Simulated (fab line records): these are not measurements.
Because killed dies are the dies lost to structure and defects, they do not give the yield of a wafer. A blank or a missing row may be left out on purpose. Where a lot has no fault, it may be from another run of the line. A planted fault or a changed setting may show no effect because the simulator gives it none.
fab line records -- flow n5-finfet
record lots=9, wafers=26, last-day=18
route steps=1938 shown BEOL_M4@1021
lots that met no fault: taken from a fault-free run of the same line
start-h: hours from the record's opening day to when the first of the lot's shown wafers began -- wait-h: time in hours since the lot's previous step -- " unchanged from the row above -- L1.1+2: a row that stands for several wafers -- - value missing, or start not given -- * or withheld: withheld -- < > ~ a bound
route shown NAME@n: a module of which the file shows steps, and the number in the route of the first -- usual: mean/standard deviation taken from wafers without a fault -- same: alike in all rows -- chamber/n: place in a boat -- sites: each site's reading -- _std_site: the standard deviation of these -- _edge_site: the outer-site mean with the inner-site mean subtracted -- radius-mm: how far each site lies from the wafer's centre -- mask NAME#n: copy n -- behind: tool/chamber where the wafer was last shaped -- hold: cause of the lot's hold/its duration in hours/its outcome -- device: transistor that didn't switch, given as n, p or np -- end of line: at the end of the route, the tests of the same wafers -- a step with no rows: only its recipe -- killed: the dies lost at the first sort to structure and to defects; this is not the yield of the wafer -- map: a wafer's dies, marking killed ones x, the rest . and places with no die _
set.NAME: the setting that was run; set.NAME@STEP: the one run at that earlier step -- model.NAME: the simulator's own value behind a step, which no gauge read
route steps across a sampled set of lots; one table per step, one row per wafer
services: from which hour (start-h, from the record's first day; less than 0 if before it) a tool's chamber was out of use, for how many hours, and why
## steps
# step N5_BEOL_M4_ILD_DEP_00
# recipe material=SiOC, target-thk-a=790, temp-c=350, precursor=DEMS/O2, pressure-torr=5, rf-w=500, time-s=15.3
# usual heater-power-w=472/110, rf-fwd-power-W=493.2/2.5, showerhead-plenum-p-Torr=5.691/0.017, throttle-valve-pct=12.0/1.1
lot.wafer,tool,chamber,start-h,wait-h,heater-power-w,rf-fwd-power-W,showerhead-plenum-p-Torr,since-wet-clean-h,throttle-valve-pct
L545.3,pecvd-02,1,159.33,0.0,540,493.7,5.679,1588,11.5
L545.4,pecvd-02,0,159.33,0.0,329,496.1,5.717,-,10.9
L545.6,pecvd-02,2,159.33,0.0,494,495.3,5.708,-,11.2
L548.3,pecvd-02,0,196.65,0.0,365,496.0,5.720,901,10.9
L548.4,pecvd-02,2,196.65,0.0,562,493.8,5.683,-,11.1
L548.6,pecvd-02,0,196.65,0.0,365,494.1,5.709,-,11.0
L549.2,pecvd-01,0,203.88,0.0,671,490.9,5.709,1270,11.8
L549.3,pecvd-01,2,203.88,0.0,410,496.4,5.694,516,12.5
L549.6,pecvd-01,0,203.88,0.0,686,492.9,5.685,-,12.0
L558.1,pecvd-02,2,249.73,0.0,582,495.8,5.711,200,11.3
L558.3,pecvd-02,0,249.73,0.0,325,497.0,5.719,954,11.2
L558.5,pecvd-02,0,249.73,0.0,325,495.1,5.717,-,10.6
L560.1,pecvd-03,0,260.07,0.0,528,489.5,5.679,1145,14.7
L560.5,pecvd-03,0,260.07,0.0,518,489.3,5.698,-,14.6
L560.6,pecvd-03,1,260.07,0.0,360,494.2,5.670,-,12.6
L559.1,pecvd-02,1,261.88,0.0,543,492.7,5.707,1691,11.6
L559.4,pecvd-02,2,261.88,0.0,570,496.7,5.705,-,11.1
L559.5,pecvd-02,0,261.88,0.0,361,496.2,5.703,-,11.2
L564.1,pecvd-01,1,274.13,0.0,349,492.9,5.696,2066,11.8
L564.3,pecvd-01,0,274.13,0.0,698,492.0,5.700,1341,11.9
L564.4,pecvd-01,1,274.13,0.0,345,494.0,5.690,-,11.9
L567.3,pecvd-03,0,293.99,0.0,470,489.7,5.695,1179,14.7
L567.5,pecvd-03,0,293.99,0.0,484,488.1,5.697,-,14.6
L567.6,pecvd-03,2,293.99,0.0,546,492.9,5.674,-,10.9
L568.2,pecvd-03,0,304.85,0.0,437,488.0,5.700,1190,14.5
L568.5,pecvd-03,2,304.85,0.0,539,493.9,5.688,-,10.8
# step N5_BEOL_M4_DESCUM_16
# recipe chemistry=O2, time-s=7, source-power-w=50, bias-power-w=20, pressure-mtorr=20, rf-frequency-hz=2.712e+07, temp-c=40, resist=CAR-EUV, o2-flow-sccm=225
# usual drypump-motor-current-A=5.7/0.48, oes-product-au=0.75/0.088, rf-fwd-power-W=49.45/0.22, rf-vpp-V=243.3/1.2, showerhead-plenum-p-Torr=2.10/0.07, throttle-valve-pct=20.58/0.3
lot.wafer,tool,chamber,start-h,wait-h,drypump-motor-current-A,oes-product-au,rf-fwd-power-W,rf-hours-counter-h,rf-vpp-V,showerhead-plenum-p-Torr,throttle-valve-pct
L545.3,rie-diel-02,1,161.94,0.0,5.9,0.75,49.45,132,242.3,2.00,20.33
L545.4,rie-diel-02,3,161.94,0.0,5.9,0.91,49.23,23,242.0,2.06,20.48
L545.6,rie-diel-02,3,161.94,0.0,5.9,0.92,49.53,-,242.3,2.06,20.48
L548.3,rie-diel-05,0,199.76,0.0,6.4,0.75,49.52,171,241.2,2.01,20.48
L548.4,rie-diel-05,1,199.76,0.0,4.7,0.69,49.43,214,243.8,2.17,20.99
L548.6,rie-diel-05,0,199.76,0.0,6.4,0.75,49.66,-,240.8,2.01,20.51
L549.2,rie-diel-05,2,205.15,0.1,5.9,0.70,49.47,213,242.7,2.07,20.43
L549.3,rie-diel-05,3,205.15,0.1,5.6,0.69,49.30,237,243.9,2.15,20.34
L549.6,rie-diel-05,3,205.15,0.1,5.6,0.69,49.04,-,243.8,2.15,20.35
L558.1,rie-diel-05,1,250.68,0.0,4.7,0.66,49.36,234,243.8,2.16,21.02
L558.3,rie-diel-05,0,250.68,0.0,6.4,0.73,49.55,188,240.3,2.00,20.54
L558.5,rie-diel-05,0,250.68,0.0,6.4,0.74,49.48,-,241.1,2.00,20.53
L560.1,rie-diel-05,2,262.58,0.6,5.9,0.68,49.40,233,243.9,2.07,20.45
L560.5,rie-diel-05,1,262.58,0.6,4.7,0.66,49.46,-,243.1,2.16,21.02
L560.6,rie-diel-05,0,262.58,0.6,6.4,0.73,49.53,-,241.4,2.00,20.53
L559.1,rie-diel-05,2,262.89,0.1,5.9,0.68,49.66,233,243.3,2.06,20.48
L559.4,rie-diel-05,0,262.89,0.1,6.4,0.74,49.66,192,240.7,2.00,20.54
L559.5,rie-diel-05,0,262.89,0.1,6.4,0.74,49.20,-,241.3,2.00,20.53
L564.1,rie-diel-01,2,276.78,0.3,5.7,0.72,48.83,217,244.5,2.19,21.15
L564.3,rie-diel-01,3,276.78,0.3,5.7,0.72,49.27,208,242.8,2.06,20.49
L564.4,rie-diel-01,3,276.78,0.3,5.7,0.72,49.35,-,242.6,2.06,20.49
L567.3,rie-diel-01,3,296.05,0.0,5.7,0.71,49.11,216,245.1,2.06,20.52
L567.5,rie-diel-01,2,296.05,0.0,5.7,0.72,49.07,-,244.4,2.18,21.14
L567.6,rie-diel-01,3,296.05,0.0,5.7,0.72,49.20,-,243.8,2.06,20.52
L568.2,rie-diel-02,0,306.43,0.2,5.3,0.70,49.77,243,243.5,2.07,20.92
L568.5,rie-diel-02,0,306.43,0.2,5.3,0.70,49.71,-,241.7,2.07,20.92
# step N5_BEOL_M4_COAT_76
# recipe resist=underlayer, temp-c=205, time-s=60, spin-rpm=1500, resist-thk-nm=5
# usual dispense-pressure-kPa=50.7/2.3, exhaust-pa=45.0/0.83, spin-speed-rpm=1499.8/0.94
lot.wafer,tool,chamber,start-h,wait-h,dispense-pressure-kPa,exhaust-pa,spin-speed-rpm
L545.3,litho-track-05,0,162.43,-,49.4,46.3,1500.9
L545.4,litho-track-05,0,162.43,-,49.3,45.2,1499.4
L545.6,litho-track-05,0,162.43,-,49.4,45.1,1500.9
L548.3,litho-track-05,0,200.23,-,49.4,46.1,1641.6
L548.4,litho-track-05,0,200.23,-,49.4,46.2,1641.5
L548.6,litho-track-05,0,200.23,-,49.4,45.7,1642.2
L549.2,litho-track-05,0,205.62,-,49.4,45.6,1640.6
L549.3,litho-track-05,0,205.62,-,49.4,44.6,1641.7
L549.6,litho-track-05,0,205.62,-,49.4,46.0,1642.6
L558.1,litho-track-04,0,251.16,-,53.7,44.8,1500.8
L558.3,litho-track-04,0,251.16,-,53.6,46.6,1499.9
L558.5,litho-track-04,0,251.16,-,53.7,46.3,1499.8
L560.1,litho-track-04,0,263.23,-,53.7,45.2,1499.8
L560.5,litho-track-04,0,263.23,-,53.7,45.9,1499.3
L560.6,litho-track-04,0,263.23,-,53.7,46.8,1497.8
L559.1,litho-track-01,0,263.37,-,48.7,43.6,1500.0
L559.4,litho-track-01,0,263.37,-,48.7,43.9,1499.4
L559.5,litho-track-01,0,263.37,-,48.7,42.6,1500.1
L564.1,litho-track-04,0,277.37,-,53.6,45.6,1499.3
L564.3,litho-track-04,0,277.37,-,53.6,46.0,1498.1
L564.4,litho-track-04,0,277.37,-,53.6,44.6,1500.3
L567.3,litho-track-05,0,296.53,-,49.3,45.4,1500.2
L567.5,litho-track-05,0,296.53,-,49.3,44.4,1499.4
L567.6,litho-track-05,0,296.53,-,49.4,45.1,1498.6
L568.2,litho-track-05,0,306.91,-,49.3,45.2,1499.2
L568.5,litho-track-05,0,306.91,-,49.3,45.0,1499.7
# step N5_BEOL_M4_DESCUM_33
# recipe chemistry=O2, time-s=7, source-power-w=50, bias-power-w=20, pressure-mtorr=20, rf-frequency-hz=2.712e+07, temp-c=40, resist=CAR-EUV, o2-flow-sccm=225
# usual drypump-motor-current-A=5.8/0.44, oes-product-au=0.76/0.079, rf-fwd-power-W=49.39/0.2, rf-vpp-V=243.2/1.3, showerhead-plenum-p-Torr=2.10/0.073, throttle-valve-pct=20.6/0.32
lot.wafer,tool,chamber,start-h,wait-h,drypump-motor-current-A,oes-product-au,rf-fwd-power-W,rf-hours-counter-h,rf-vpp-V,showerhead-plenum-p-Torr,throttle-valve-pct
L545.3,rie-diel-05,0,162.95,0.0,6.4,0.75,49.75,158,241.9,2.01,20.5
L545.4,rie-diel-05,1,162.95,0.0,4.7,0.69,49.49,201,244.8,2.17,21.0
L545.6,rie-diel-05,0,162.95,0.0,6.4,0.75,49.76,-,241.9,2.01,20.5
L548.3,rie-diel-05,2,200.76,0.0,5.9,0.70,49.63,211,241.9,2.07,20.4
L548.4,rie-diel-05,3,200.76,0.0,5.6,0.68,49.58,235,244.1,2.15,20.3
L548.6,rie-diel-05,2,200.76,0.0,5.9,0.71,49.60,-,242.8,2.07,20.4
L549.2,rie-diel-02,1,206.15,0.0,5.8,0.74,49.48,147,243.1,2.00,20.4
L549.3,rie-diel-02,0,206.15,0.0,5.3,0.74,49.61,201,241.9,2.08,20.8
L549.6,rie-diel-02,1,206.15,0.0,5.9,0.75,49.47,-,241.8,2.00,20.4
L558.1,rie-diel-01,2,252.25,0.6,5.7,0.73,49.25,207,244.1,2.19,21.1
L558.3,rie-diel-01,3,252.25,0.6,5.7,0.73,48.95,198,244.3,2.07,20.5
L558.5,rie-diel-01,1,252.25,0.6,6.6,0.89,49.31,-,242.7,2.16,20.0
L560.1,rie-diel-01,3,263.91,0.2,5.8,0.73,49.37,202,243.5,2.07,20.5
L560.5,rie-diel-01,1,263.91,0.2,6.6,0.87,49.47,-,244.5,2.16,20.0
L560.6,rie-diel-01,0,263.91,0.2,6.3,0.92,49.55,-,245.4,2.24,20.6
L559.1,rie-diel-01,1,264.06,0.3,6.6,0.88,49.34,28,244.6,2.16,20.0
L559.4,rie-diel-01,0,264.06,0.3,6.3,0.92,49.38,18,244.5,2.24,20.6
L559.5,rie-diel-01,2,264.06,0.3,5.7,0.73,49.28,-,244.5,2.19,21.1
L564.1,rie-diel-05,0,277.84,0.1,6.4,0.72,49.47,197,241.9,2.00,20.5
L564.3,rie-diel-05,3,277.84,0.1,5.6,0.96,49.44,5,245.9,2.14,20.0
L564.4,rie-diel-05,1,277.84,0.1,4.7,0.66,49.52,243,244.9,2.16,21.0
L567.3,rie-diel-02,3,296.93,0.0,5.9,0.86,49.34,59,241.1,2.05,20.5
L567.5,rie-diel-02,2,296.93,0.0,5.7,0.77,49.36,-,243.6,2.10,20.5
L567.6,rie-diel-02,1,296.93,0.0,5.8,0.71,49.45,-,242.6,1.98,20.4
L568.2,rie-diel-01,0,307.34,0.1,6.3,0.90,49.06,36,245.0,2.23,20.6
L568.5,rie-diel-01,3,307.34,0.1,5.7,0.72,49.41,-,243.0,2.06,20.5
# step N5_BEOL_M4_RC_MEAS_101
# usual DIBL_N=36.0/2.5, DIBL_P=36.2/3, IOFF_N=0.16/0.044, IOFF_P=0.21/0.049, ION_N=671/15, ION_P=461/8.7, SS_N=71.5/0.72, SS_P=73.4/0.9, VT_N=251/4.4, VT_P=-250/4
lot.wafer,tool,chamber,start-h,wait-h,DIBL_N[mV/V],DIBL_P[mV/V],IOFF_N[nA/um],IOFF_P[nA/um],ION_N[uA/um],ION_P[uA/um],SS_N[mV/dec],SS_P[mV/dec],VT_N[mV],VT_P[mV]
L545.3,prober-01,0,180.36,0.3,34.7,33.8,0.13,0.20,653,456,71.5,72.0,255,-250
L545.4,prober-01,0,180.36,0.3,36.7,36.3,0.16,0.24,672,469,71.4,73.8,249,-243
L545.6,prober-01,0,180.36,0.3,33.9,32.7,0.12,0.19,667,468,71.0,72.1,252,-246
L548.3,prober-02,0,206.96,0.3,32.7,34.3,0.12,0.18,656,455,70.9,72.2,252,-249
L548.4,prober-02,0,206.96,0.3,37.3,40.0,0.20,0.24,677,459,72.3,74.3,247,-249
L548.6,prober-02,0,206.96,0.3,35.7,38.5,0.16,0.24,663,461,71.7,74.3,253,-247
L549.2,prober-01,0,215.59,0.2,37.4,38.6,0.19,0.24,694,470,72.2,73.8,249,-247
L549.3,prober-01,0,215.59,0.2,38.0,39.2,0.19,0.25,670,454,72.3,73.3,250,-252
L549.6,prober-01,0,215.59,0.2,38.5,39.4,0.20,0.24,678,457,72.9,74.5,249,-251
L558.1,prober-01,0,258.40,0.0,36.0,36.7,0.15,0.22,671,461,71.7,73.2,252,-247
L558.3,prober-01,0,258.40,0.0,36.6,38.2,0.17,0.24,686,471,71.6,74.0,250,-244
L558.5,prober-01,0,258.40,0.0,35.9,35.8,0.15,0.19,658,450,72.3,73.3,254,-253
L560.1,prober-02,0,275.70,0.0,34.1,35.5,0.13,0.21,669,466,71.0,73.4,251,-248
L560.5,prober-02,0,275.70,0.0,37.7,38.3,0.21,0.25,676,466,72.5,74.1,247,-247
L560.6,prober-02,0,275.70,0.0,34.2,35.0,0.14,0.20,667,466,71.3,73.2,249,-252
L559.1,prober-01,0,276.68,0.0,34.6,35.0,0.12,0.17,659,452,70.8,72.6,257,-250
L559.4,prober-01,0,276.68,0.0,38.4,39.2,0.19,0.25,686,464,71.7,74.5,248,-249
L559.5,prober-01,0,276.68,0.0,39.2,41.3,0.21,0.28,685,466,72.1,73.9,247,-249
L564.1,prober-01,0,286.74,0.4,33.0,31.1,0.10,0.15,653,454,71.0,71.9,258,-255
L564.3,prober-01,0,286.74,0.4,32.5,31.6,0.10,0.15,643,447,70.5,72.3,259,-253
L564.4,prober-01,0,286.74,0.4,35.2,35.9,0.14,0.21,668,456,71.3,73.8,250,-251
L567.3,prober-01,0,308.65,0.3,40.1,40.6,0.25,0.31,689,470,73.0,74.3,245,-242
L567.5,prober-01,0,308.65,0.3,36.2,35.1,0.13,0.19,651,453,71.1,73.0,255,-252
L567.6,prober-01,0,308.65,0.3,37.9,37.6,0.19,0.25,675,463,71.8,73.6,246,-246
L568.2,prober-02,0,318.85,0.2,37.1,38.2,0.17,0.21,685,470,71.1,74.5,253,-253
L568.5,prober-02,0,318.85,0.2,34.0,34.5,0.12,0.16,675,460,70.8,73.5,252,-258
## services
tool,chamber,start-h,hours,kind
pecvd-01,-,148.62,1.1,repair
pecvd-01,-,149.76,2.8,pm
pecvd-02,-,177.81,12.4,repair
pecvd-03,2,180.79,5.7,repair
pecvd-01,-,189.62,5.5,pm
rie-diel-02,-,195.71,3.6,repair
rie-diel-05,0,203.48,8.1,repair
rie-diel-02,2,205.00,27.5,repair
pecvd-02,-,218.26,16.8,repair
rie-diel-02,0,226.35,10.5,repair
pecvd-02,-,237.05,4.3,pm
rie-diel-02,3,241.86,46.0,repair
pecvd-03,-,242.55,1.7,repair
rie-diel-05,3,243.39,-,clean
rie-diel-05,3,243.39,-,consumable-replace:focus-ring
rie-diel-05,3,243.39,13.8,scheduled-down
rie-diel-05,3,243.39,13.8,vent-cycle
pecvd-03,-,247.71,5.3,repair
pecvd-01,-,259.73,2.9,repair
rie-diel-05,-,266.00,4.0,pm
rie-diel-05,1,297.00,-,clean
rie-diel-05,1,297.00,-,consumable-replace:focus-ring
rie-diel-05,1,297.00,35.3,scheduled-down
pecvd-03,1,300.78,2.8,repair
## key
first-sign step=N5_BEOL_M4_COAT_76, reading=spin-speed-rpm, direction=up, sigmas=99+, usual=*, struck=*
effect none on later readings
met-at N5_BEOL_M4_COAT_76
struck-lots L548,L549
not-acting-at N5_BEOL_M4_ILD_DEP_00,N5_BEOL_M4_DESCUM_16,N5_BEOL_M4_DESCUM_33
onset-between 162.43 200.23
fault kind=process-parameter-drift, tool=litho-track-05, chamber=-, onset-h=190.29, steps=N5_BEOL_M4_COAT_76, channel=spin-rpm, offset=*, shape=step, end-h=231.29, acts-in=*, stated=*
